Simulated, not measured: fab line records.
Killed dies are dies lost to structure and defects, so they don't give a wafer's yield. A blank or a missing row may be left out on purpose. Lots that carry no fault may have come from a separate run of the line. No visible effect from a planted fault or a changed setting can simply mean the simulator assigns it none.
Matching of chambers	flow nand_harc	rie_diel-01 running NHARC_A_STAIRCASE_ETCHBACK_422: 4 sister chambers
The step etches the open film in CH3F/O2, target depth 40 nm, time 74.286 s. 30 wafers are shown with their chamber, then 12 later ones without.

WAFERS WITH THEIR CHAMBER
wafer	chamber	drypump_motor_current_A (A)	showerhead_plenum_p_Torr (Torr)	rf_vpp_V (V)
L076.1	0	5.4	2.65	245.4
L076.2	3	5.7	2.37	244.3
L076.5	3	5.7	2.37	243.6
L074.3	3	5.7	2.37	242.7
L074.4	2	6.2	2.29	243.8
L074.5	0	5.4	2.65	246.2
L079.2	3	5.7	2.37	241.4
L079.5	0	5.5	2.65	246.0
L079.6	1	5.9	2.48	246.2
L084.1	1	5.9	2.47	244.4
L084.3	3	5.7	2.36	244.1
L084.5	2	6.2	2.28	242.1
L082.1	3	5.7	2.36	243.3
L082.5	2	6.2	2.28	242.3
L082.6	3	5.7	2.36	243.2
L083.1	3	5.7	2.36	244.0
L083.3	1	5.9	2.47	244.5
L083.4	0	5.4	2.64	245.9
L081.1	2	6.2	2.28	242.5
L081.2	3	5.7	2.36	244.5
L081.4	1	5.9	2.47	243.8
L089.2	0	5.4	2.64	248.3
L089.3	2	6.2	2.66	246.5
L089.6	3	5.7	2.36	243.4
L089.1	1	5.9	2.47	245.5
L089.4	3	5.7	2.36	243.3
L089.5	2	6.2	2.66	247.0
L091.1	1	5.9	2.47	244.6
L091.2	0	5.4	2.63	246.5
L091.3	2	6.2	2.66	247.7

SIGNATURES, as means of the wafers listed above
reading	chamber 0	chamber 1	chamber 2	chamber 3	scatter within a chamber
drypump_motor_current_A	5.417	5.900	6.200	5.700	0.0179
showerhead_plenum_p_Torr	2.6433	2.4717	2.4443	2.3636	0.0971
rf_vpp_V	246.383	244.833	244.557	243.436	1.41
Rule: for each reading, subtract the chamber's mean from the wafer's reading, divide by that reading's scatter and square the result; add these up over the readings and take the root, which gives the wafer's distance from the chamber. If the next closest chamber is less than 2 further off than the closest, the wafer can't be placed; otherwise it belongs to the closest. How the scatter is found: for the shown wafers, subtract from each reading the mean of its chamber, square and add these, divide the total by (wafers less chambers), then take the root.

WAFERS WITH NO CHAMBER GIVEN
wafer	drypump_motor_current_A (A)	showerhead_plenum_p_Torr (Torr)	rf_vpp_V (V)
L094.1	5.7	2.35	242.7
L094.3	5.5	2.63	246.3
L094.4	5.9	2.46	245.3
L094.2	6.2	2.65	247.4
L094.5	5.4	2.63	246.7
L094.6	5.7	2.35	241.9
L095.1	5.4	2.62	245.9
L095.2	5.9	2.46	243.5
L095.5	5.9	2.46	244.0
L095.3	5.7	2.35	241.7
L095.4	6.2	2.65	247.6
L095.6	5.4	2.62	247.3

THE CHAMBER EACH PASSED THROUGH
wafer	from the rows above	in truth
L094.1	3	3
L094.3	0	0
L094.4	1	1
L094.2	2	2
L094.5	0	0
L094.6	3	3
L095.1	0	0
L095.2	1	1
L095.5	1	1
L095.3	3	3
L095.4	2	2
L095.6	0	0
12 of 12 placed correctly. Number that these rows cannot place: 0. Wrongly placed: 0.
